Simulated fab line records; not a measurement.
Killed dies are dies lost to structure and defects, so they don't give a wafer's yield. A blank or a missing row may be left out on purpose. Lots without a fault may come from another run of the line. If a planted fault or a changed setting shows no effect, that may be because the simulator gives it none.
One fault seen from 2 desks + flow n5 finfet + every desk sees just its own numbers, and what lay behind them comes last

## FROM THE METROLOGY DESK
Means of the sampled wafers that have a number, per lot and without regard to the tool the lot ran on: this is what the gauges read. Any lot whose mean is over 4 standard deviations away from the usual mean is out of limits and marked OUT; that distance is given in the brackets. Of its 15 readings 7 are shown: the one that was out of limits first, and those that lie furthest out on some lot.
Columns: A = IOFF_P at N5_BEOL_M4_RC_MEAS_101, usual 0.21 nA/um; B = IOFF_P_85C at N5_BEOL_M4_RC_MEAS_101, usual 3.7 nA/um; C = IOFF_P_LIN at N5_BEOL_M4_RC_MEAS_101, usual 0.101 nA/um; D = IOFF_P_LONG at N5_BEOL_M4_RC_MEAS_101, usual 0.000106 nA/um; E = VT_P at N5_BEOL_M4_RC_MEAS_101, usual -250 mV; F = VT_P_LONG at N5_BEOL_M4_RC_MEAS_101, usual -275 mV; G = VT_P_LVT at N5_BEOL_M4_RC_MEAS_101, usual -99 mV
| lot  | first seen here | A               | B              | C               | D                   | E               | F               | G              |
|------|-----------------|-----------------|----------------|-----------------|---------------------|-----------------|-----------------|----------------|
| L445 | day 8 23:52     | 0.16            | 2.9            | 0.076           | 0.000081            | -258            | -283            | -107           |
| L453 | day 10 23:59    | 0.53 (+8.2) OUT | 7.7 (+7.0) OUT | 0.246 (+10) OUT | 0.000180 (+6.7) OUT | -231 (+5.0) OUT | -257 (+5.0) OUT | -80 (+5.7) OUT |
| L460 | day 12 20:23    | 0.23            | 3.8            | 0.106           | 0.000094            | -252            | -280            | -99            |
This desk reports L453 out of limits; the earliest was L453 at day 10 23:59 (IOFF_P at N5_BEOL_M4_RC_MEAS_101). In limits: L445, L460.

## AT THE TOOL OWNER'S DESK: ald metal-03
The tool's own readings at N5_HKMG_FIN_PWFM_ALD_03 (deposits TiN, target thk 2 nm, pulse time 1 s, purge time 3 s): means of the sampled wafers that have a number, for each lot that ran on this tool. Any lot whose mean is over 4 standard deviations away from the usual mean is out of limits and marked OUT; that distance is given in the brackets.
Columns: A = heater power w at N5_HKMG_FIN_PWFM_ALD_03, usual 899 W; B = precursor pulse height rel at N5_HKMG_FIN_PWFM_ALD_03, usual 1.001
| lot  | first seen here | A   | B     |
|------|-----------------|-----|-------|
| L445 | day 4 19:49     | 916 | 1.008 |
| L453 | day 6 23:28     | 808 | 1.013 |
This desk's verdict: no lot among the 2 shows anything out of limits.

## BROUGHT TOGETHER
The metrology desk could have raised an alarm at day 10 23:59, on L453.
Nothing out of limits was seen by the tool owner's desk.
The tool owner's desk has L453 on record, within its limits.
Of the lots named, all ran N5_HKMG_FIN_PWFM_ALD_03 on ald metal-03.

## WHAT THE SIMULATOR PUT IN
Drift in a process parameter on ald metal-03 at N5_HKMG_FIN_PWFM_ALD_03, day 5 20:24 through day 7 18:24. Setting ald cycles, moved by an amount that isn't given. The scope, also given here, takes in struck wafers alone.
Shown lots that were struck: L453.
Hours from the fault's start to each desk's first reading out of limits: the metrology desk, 124.
